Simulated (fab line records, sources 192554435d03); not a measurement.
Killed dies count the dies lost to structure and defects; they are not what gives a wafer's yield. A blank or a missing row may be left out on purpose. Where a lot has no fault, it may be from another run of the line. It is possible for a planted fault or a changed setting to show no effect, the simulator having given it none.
The tool behind it: which one?    flow n5 finfet    14 lots with 36 wafers sampled at 5 steps, on a route of 1938 steps

## WHAT THE GAUGES READ, wafer by wafer
N5_SDB_INSPECT_36: inspects for defects (darkfield). Usual: raw defect count at 37, with a standard deviation of 16.
lot   measured     on                 raw defect count  flag
L859  day 4 02:08  defect inspect-01  22 39 31          
L860  day 4 13:53  defect inspect-02  27 22 52          
L862  day 4 22:06  defect inspect-01  48 56 44          
L863  day 5 05:31  defect inspect-02  16 22             
L864  day 5 11:25  defect inspect-01  11 38             
L865  day 5 21:17  defect inspect-02  19 37 30          
L866  day 5 22:16  defect inspect-02  23 34             
L867  day 6 05:31  defect inspect-02  32 28 30          
L868  day 6 09:51  defect inspect-01  54 34 43          
L870  day 6 20:53  defect inspect-01  31 43 24          
L871  day 7 06:30  defect inspect-02  34 35 37          
L872  day 7 08:22  defect inspect-02  34 35             
L875  day 8 07:25  defect inspect-02  31 32             
L876  day 8 12:04  defect inspect-01  31 16             

N5_HKMG_FIN_CD_MEAS_49: target cd 202 nm. Usual: cd nm at 201.8 nm, with a standard deviation of 0.63.
lot   measured     on         cd nm (nm)         flag
L859  day 4 03:46  cd sem-02  202.4 201.9 201.4  
L860  day 4 15:51  cd sem-03  202.0 202.6 202.3  
L862  day 5 00:34  cd sem-03  201.6 201.7 202.3  
L863  day 5 07:04  cd sem-03  202.3 201.9        
L864  day 5 13:20  cd sem-01  202.7 201.7        
L865  day 5 23:04  cd sem-02  201.0 202.3 201.8  
L866  day 5 23:48  cd sem-03  201.9 201.8        
L867  day 6 07:16  cd sem-01  202.8 201.5 202.0  
L868  day 6 11:38  cd sem-02  202.3 203.1 202.1  
L870  day 6 22:18  cd sem-02  201.8 200.6 202.0  
L871  day 7 08:07  cd sem-01  201.1 202.0 200.6  
L872  day 7 09:56  cd sem-01  201.6 200.7        
L875  day 8 08:53  cd sem-03  202.3 187.7        OFF
L876  day 8 13:45  cd sem-01  187.3 202.6        OFF

## WHAT TOOL EACH LOT RAN ON (gives the tool, then ch and the chambers of the sampled wafers, and finally the start)
lot   N5_HKMG_FIN_HK_ALD_01            N5_HKMG_FIN_ALD_74               N5_HKMG_FIN_PEB_47
L859  ald hk-03 ch 1,3, day 4 02:44    ald hk-02 ch 0,1,2, day 4 03:20  litho track-02 ch 0, day 4 03:41
L860  ald hk-03 ch 0,1,3, day 4 14:37  ald hk-02 ch 0,1,3, day 4 15:19  litho track-02 ch 0, day 4 15:47
L862  ald hk-02 ch 0,2,3, day 4 22:57  ald hk-01 ch 1,2,3, day 5 00:10  litho track-04 ch 0, day 5 00:31
L863  ald hk-02 ch 1,2, day 5 06:05    ald hk-01 ch 1,2, day 5 06:40    litho track-04 ch 0, day 5 07:01
L864  ald hk-03 ch 0,3, day 5 12:05    ald hk-02 ch 1, day 5 12:47      litho track-02 ch 0, day 5 13:16
L865  ald hk-03 ch 0,1,3, day 5 22:05  ald hk-02 ch 0,3, day 5 22:31    litho track-03 ch 0, day 5 23:00
L866  ald hk-01 ch 0,1, day 5 22:51    ald hk-03 ch 0,3, day 5 23:15    litho track-03 ch 0, day 5 23:44
L867  ald hk-03 ch 2,3, day 6 06:07    ald hk-02 ch 1,2, day 6 06:43    litho track-02 ch 0, day 6 07:12
L868  ald hk-01 ch 0,1,2, day 6 10:29  ald hk-03 ch 1,2, day 6 11:05    litho track-04 ch 0, day 6 11:34
L870  ald hk-02 ch 0,2, day 6 21:28    ald hk-01 ch 1,2,3, day 6 21:53  litho track-04 ch 0, day 6 22:14
L871  ald hk-02 ch 1,2,3, day 7 07:05  ald hk-01 ch 1,3, day 7 07:33    litho track-04 ch 0, day 7 08:03
L872  ald hk-02 ch 0,3, day 7 08:58    ald hk-01 ch 2,3, day 7 09:22    litho track-03 ch 0, day 7 09:52
L875  ald hk-01 ch 0,2, day 8 08:01    ald hk-02 ch 0, day 8 08:28      litho track-04 ch 0, day 8 08:49
L876  ald hk-02 ch 0,2, day 8 12:39    ald hk-03 ch 2,3, day 8 13:03    litho track-04 ch 0, day 8 13:41
- N5_HKMG_FIN_HK_ALD_01: deposits HfO2, target thk 1.6 nm, pulse time 3 s, purge time 3 s.
- N5_HKMG_FIN_ALD_74: deposits La2O3, target thk 0.5 nm, pulse time 6 s, co reactant pulse time 1 s.
- N5_HKMG_FIN_PEB_47: peb time 60 s.

## WHAT THE TOOLS THEMSELVES READ (means of the sampled wafers that have a number; where no wafer has one, the mark that the record gives instead)
N5_HKMG_FIN_HK_ALD_01. Usual: precursor pulse height rel at 1.003, with a standard deviation of 0.019.
lot   tool       precursor pulse height rel  flag
L859  ald hk-03  0.998                       
L860  ald hk-03  1.011                       
L862  ald hk-02  1.013                       
L863  ald hk-02  1.015                       
L864  ald hk-03  0.976                       
L865  ald hk-03  1.001                       
L866  ald hk-01  0.988                       
L867  ald hk-03  1.014                       
L868  ald hk-01  0.993                       
L870  ald hk-02  0.998                       
L871  ald hk-02  0.985                       
L872  ald hk-02  1.028                       
L875  ald hk-01  0.997                       
L876  ald hk-02  0.998                       

N5_HKMG_FIN_ALD_74. Usual: heater power w 341 W, standard deviation 39; precursor pulse height rel 1.002, standard deviation 0.019.
lot   tool       heater power w (W)  precursor pulse height rel  flag
L859  ald hk-02  329                 1.020                       
L860  ald hk-02  326                 1.016                       
L862  ald hk-01  365                 1.008                       
L863  ald hk-01  358                 1.024                       
L864  ald hk-02  298                 1.003                       
L865  ald hk-02  351                 0.991                       
L866  ald hk-03  314                 0.999                       
L867  ald hk-02  304                 0.996                       
L868  ald hk-03  327                 0.991                       
L870  ald hk-01  368                 1.002                       
L871  ald hk-01  366                 0.983                       
L872  ald hk-01  353                 0.990                       
L875  ald hk-02  379                 0.982                       
L876  ald hk-03  329                 0.992                       

N5_HKMG_FIN_PEB_47. Usual: chill plate temp C 22.99 C, standard deviation 0.11; resist line temp C 23.00 C, standard deviation 0.1.
lot   tool            chill plate temp C (C)  resist line temp C (C)  flag
L859  litho track-02  22.81                   23.05                   
L860  litho track-02  22.91                   22.97                   
L862  litho track-04  22.91                   23.09                   
L863  litho track-04  23.09                   22.98                   
L864  litho track-02  22.92                   22.94                   
L865  litho track-03  22.94                   23.06                   
L866  litho track-03  23.02                   23.12                   
L867  litho track-02  23.11                   23.01                   
L868  litho track-04  23.06                   22.89                   
L870  litho track-04  23.10                   23.12                   
L871  litho track-04  23.00                   22.99                   
L872  litho track-03  23.00                   23.09                   
L875  litho track-04  22.97                   22.83                   
L876  litho track-04  23.01                   23.05                   

## THE ANSWER, worked out from the rows above alone
Rule: a lot counts as off when the mean over its wafers that have a number is more than 3 standard deviations away from the usual mean. Also off: a lot with no number at a reading for which 4 or more lots have one. All remaining lots with rows at the step are treated as sound. The gauges are gone through in route order, then the tools' own readings, and for those a lot's mean is taken as printed above. The first step at which some lot is off is used, and at that step the reading that is off furthest; a lot without a number counts as furthest.
Off at N5_HKMG_FIN_CD_MEAS_49 (cd nm): L875, L876.
A tool fits if, at a process step before that reading, it ran every lot that is off, and no sound lot after the first of them. Those tools and the gauges at N5_HKMG_FIN_CD_MEAS_49 are tried in the same way. One candidate fits, namely litho track-04 at N5_HKMG_FIN_PEB_47. A fault onset in the window from L871 (day 7 08:03, its last sound lot) to L875 (day 8 08:49, its first lot off) fits.

## WHAT WAS PUT IN BY THE SIMULATOR
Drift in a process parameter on litho track-04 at N5_HKMG_FIN_PEB_47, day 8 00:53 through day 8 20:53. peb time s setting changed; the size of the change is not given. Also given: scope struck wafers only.
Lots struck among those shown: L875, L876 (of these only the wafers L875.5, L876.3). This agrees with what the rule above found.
